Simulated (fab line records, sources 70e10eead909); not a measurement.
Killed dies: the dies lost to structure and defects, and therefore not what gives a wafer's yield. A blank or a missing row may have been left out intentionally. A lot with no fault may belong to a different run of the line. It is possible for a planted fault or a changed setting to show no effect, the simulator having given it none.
8D (eight disciplines) problem report, filled in by code -- flow nand_harc -- the parts of the form that need people (team, actions taken, sign-off) are left out

## 1. WHAT WENT WRONG
Wafers without a fault read 497.0 W, standard deviation 1.5; rf_fwd_power_W at NHARC_A_BONDPAD_ETCH_12 reads a mean of 697.0 W on 4 wafers belonging to 3 lots. So: +99 or more standard deviations from the usual mean.
The step: etches the open film in CHF3/O2, target depth 220 nm, time 110 s.
First seen on wafer L275.5, day 29 07:13, on rie_diel-11. The record holds 33 wafers of 11 lots with a number at this step. Rule for "out", or "out of limits": more than 4 standard deviations from the usual mean. The other wafers with a number count as sound.

## 2. WHAT IT IS, AND WHAT IT ISN'T
question,is,is not
which readings at this step,"rf_fwd_power_W, oes_product_au","drypump_motor_current_A, o2_flow_sccm, rf_vpp_V, showerhead_plenum_p_Torr"
which lots,"L272, L275, L276","L260, L261, L262, L264, L266, L270, L273, L283"
which wafers of those lots,"L272.4, L272.6, L275.5, L276.4","L272.2, L275.2, L275.3, L276.2, L276.3"
read on which tools,rie_diel-11,"rie_diel-01, rie_diel-06"
when,from day 29 07:13,"up to then (23 sound wafers); but 6 sound wafers of L272, L276, L283 came after"

## 3. THE SUSPECTS, EACH WITH WHAT RULES IT OUT
Counting: a tool at a process step up to the reading stays a suspect if it ran every lot that is out. Sound lots after the first of them don't rule it out here, since some wafers of a struck lot are sound.
- rie_diel-11 at NHARC_A_BONDPAD_ETCH_12 (etches the open film in CHF3/O2, target depth 220 nm, time 110 s): kept. It processed each lot that is out (first: L275, day 29 07:13); up to then, its last sound lot is L273 (day 29 04:40). Its own readings are out on those wafers: oes_product_au, rf_fwd_power_W.
- Within rie_diel-11 at NHARC_A_BONDPAD_ETCH_12: the wafers that are out ran in chamber 0; their sound lot-mates ran in chambers 1, 3.
Remaining after the count: rie_diel-11 at NHARC_A_BONDPAD_ETCH_12.

## 4. THE CAUSE (what the simulator had put in)
rie_diel-11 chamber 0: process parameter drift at NHARC_A_BONDPAD_ETCH_12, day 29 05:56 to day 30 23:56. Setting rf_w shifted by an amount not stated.
Only this tool survived the counting.

## 5. THE EFFECT CHAIN, in route order
One row per reading whose mean, taken over the struck wafers that have a number, lies over 3 standard deviations from the usual. Only readings for which the record gives a usual standard deviation are gone through. hours: the time from each lot's start at the first step in this table that gives one to its start at this step, as a median over the lots. sigmas: the change in usual standard deviations.
hours,step,reading,usual,on struck wafers,change,sigmas
0,NHARC_A_BONDPAD_ETCH_12,oes_product_au,0.929 a.u.,1.189,+0.260,+11
0,NHARC_A_BONDPAD_ETCH_12,rf_fwd_power_W,497.0 W,697.0,+200.0,+99 or more
Process steps it contains:
- NHARC_A_BONDPAD_ETCH_12: etches the open film in CHF3/O2, target depth 220 nm, time 110 s.
Later measuring or inspecting steps at which every struck wafer that the step has a row for has a number for every such reading, and none has moved that far: NHARC_A_BONDPAD_CD_MEAS_13, NHARC_END_SORT_01.

## 6. WHAT WOULD HAVE CAUGHT IT SOONER
In this record the first reading out of limits was taken at day 29 07:13, 1 hour after the fault began at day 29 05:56.
